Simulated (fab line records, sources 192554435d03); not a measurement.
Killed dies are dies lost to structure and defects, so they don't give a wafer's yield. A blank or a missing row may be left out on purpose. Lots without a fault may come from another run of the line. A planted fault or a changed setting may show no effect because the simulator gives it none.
Chamber matching | flow n5_finfet | N5_MIM_TOP_ALD_00 on ald_hk-01: 4 sister chambers
The step deposits Al2O3, purge time 3 s, co reactant pulse time 3 s. 8 wafers are shown with their chamber, then 11 later ones without.

WAFERS WITH THEIR CHAMBER
wafer  | chamber | precursor_pulse_height_rel
L084.6 | 0       | 1.031
L086.1 | 3       | 0.998
L086.5 | 3       | 1.013
L087.1 | 2       | 1.012
L091.4 | 1       | 1.011
L091.5 | 2       | 0.976
L091.6 | 1       | 1.011
L092.1 | 0       | 1.011

WAFERS WITHOUT THEIR CHAMBER
wafer  | precursor_pulse_height_rel
L092.2 | 0.997
L092.4 | 0.996
L093.1 | 0.978
L093.4 | 1.001
L093.5 | 0.975
L094.4 | 0.980
L094.5 | 1.043
L094.6 | 0.981
L095.1 | 1.011
L095.3 | 0.974
L095.6 | 1.011

WHICH CHAMBER EACH WENT THROUGH
wafer  | from the rows above               | in truth
L092.2 | can't be placed: 2 or 3 or 1 or 0 | 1
L092.4 | can't be placed: 2 or 3 or 1 or 0 | 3
L093.1 | can't be placed: 2 or 3 or 1 or 0 | 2
L093.4 | can't be placed: 3 or 2 or 1 or 0 | 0
L093.5 | can't be placed: 2 or 3 or 1 or 0 | 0
L094.4 | can't be placed: 2 or 3 or 1 or 0 | 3
L094.5 | can't be placed: 0 or 1 or 3 or 2 | 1
L094.6 | can't be placed: 2 or 3 or 1 or 0 | 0
L095.1 | can't be placed: 1 or 3 or 0 or 2 | 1
L095.3 | can't be placed: 2 or 3 or 1 or 0 | 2
L095.6 | can't be placed: 1 or 3 or 0 or 2 | 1
Placed correctly: 0 of 11. Can't be placed from these rows: 11 (the true chamber is among the candidates in 11). Placed wrongly: 0.
How it was worked out, from the rows above alone: a wafer's distance from a chamber is the root of the sum, over the readings, of the square of ((its reading less the chamber's mean) divided by the reading's scatter). The wafer belongs to the nearest chamber; if the next one is less than 2 further off, it can't be placed. A chamber's mean is the mean of its shown wafers. The scatter: the root of (the sum of the squares of (reading less its chamber's mean) over the shown wafers, divided by (wafers less chambers)).
